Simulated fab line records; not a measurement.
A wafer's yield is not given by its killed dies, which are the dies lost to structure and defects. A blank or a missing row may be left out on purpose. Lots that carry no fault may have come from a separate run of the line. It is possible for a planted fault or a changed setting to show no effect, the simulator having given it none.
Split-lot experiment    flow n5-finfet    on a route of 1938 steps: 7 lots, 21 wafers read

SPLIT DETAILS
At N5_MOL_CONTACT_COAG_SPUTTER_143 (material Co, target thk 2.5 nm), the setting target-thk-a was moved away from the recipe's 25 angstrom on 8 of the 21 wafers read, by -12.7% to +12.1%. For the rest of the wafers, this setting stayed at what the recipe calls for.

The reading is taken at the split's own step.

THE READING
Co_of_MOL_CONTACT_COAG_SPUTTER_143.thk-nm (the simulator's own value, which no gauge read), in nm, at N5_MOL_CONTACT_COAG_SPUTTER_143 (material Co, target thk 2.5 nm). The file gives no usual value for it. Here, 13 wafers ran the recipe; their average is 2.5 nm with a standard deviation of 0.092 nm.

wafer   tool, chamber at the split  target-thk-a as run, angstrom  against the recipe  Co_of_MOL_CONTACT_COAG_SPUTTER_143.thk-nm, nm  against lot-mates on the recipe
L074.3  pvd-sputter-02, -           25                             recipe              2.4                                            -
L074.4  pvd-sputter-02, -           26.96                          +7.8%               2.6                                            +0.2
L074.6  pvd-sputter-02, -           26.96                          +7.8%               2.6                                            +0.2
L077.1  pvd-sputter-01, -           25                             recipe              2.6                                            -
L077.4  pvd-sputter-01, -           25                             recipe              2.6                                            -
L077.5  pvd-sputter-01, -           22.46                          -10.2%              2.2                                            -0.4
L080.1  pvd-sputter-03, -           25                             recipe              2.4                                            -
L080.4  pvd-sputter-03, -           25                             recipe              2.6                                            -
L080.5  pvd-sputter-03, -           21.82                          -12.7%              2.2                                            -0.3
L081.1  pvd-sputter-03, -           27.85                          +11.4%              2.8                                            +0.3
L081.2  pvd-sputter-03, -           25                             recipe              2.4                                            -
L081.3  pvd-sputter-03, -           25                             recipe              2.6                                            -
L085.1  pvd-sputter-01, -           25                             recipe              2.4                                            -
L085.4  pvd-sputter-01, -           25                             recipe              2.4                                            -
L085.6  pvd-sputter-01, -           25                             recipe              2.4                                            -
L093.2  pvd-sputter-03, -           25                             recipe              2.4                                            -
L093.4  pvd-sputter-03, -           25                             recipe              2.4                                            -
L093.5  pvd-sputter-03, -           25                             recipe              2.4                                            -
L097.1  pvd-sputter-03, -           28.02                          +12.1%              2.8                                            no lot-mate on the recipe
L097.2  pvd-sputter-03, -           28.02                          +12.1%              2.8                                            no lot-mate on the recipe
L097.6  pvd-sputter-03, -           28.02                          +12.1%              2.8                                            no lot-mate on the recipe

THE FIT
A straight line over all 21 wafers: Co_of_MOL_CONTACT_COAG_SPUTTER_143.thk-nm changes by +0.0252 nm for each +1% of target-thk-a; r = +0.90; the points scatter about the line by 0.082 nm.
The same after taking each lot's own level away (the mean of its wafers on the recipe; 18 wafers): +0.0279 nm for each +1%; r = +0.94; scatter 0.06 nm.
That fit puts the effect of the largest move of target-thk-a on the reading at 0.36 nm.
Across the lots, their own levels run from 2.40 to 2.60 nm, a range of 2.2 times the standard deviation given above.
The two slopes are in agreement: the lot-to-lot level therefore moves the slope only a little.
Check: with one of the wafers moved furthest among these (-12.7%) left out of the fit, the line predicts -0.4 nm for it against its lot-mates. It came out at -0.3 nm against them.

ADDITIONAL SPLITS CARRIED BY THESE WAFERS
These wafers also went through other splits before the reading. Each is held against what the fit with the lots' levels taken away leaves over:
other split on the same wafers  wafers away from the commonest value  r with Co_of_MOL_CONTACT_COAG_SPUTTER_143.thk-nm (lot level and that fit taken away)
N5_GATE_CUT_EXPOSE_10 dose-mj   7                                     +0.00
N5_GATE_CUT_DESCUM_18 time-s    6                                     +0.18

FILE'S OWN FIT
Co_of_MOL_CONTACT_COAG_SPUTTER_143.thk-nm changes by +0.0282 nm for each +1% of target-thk-a, r = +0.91.
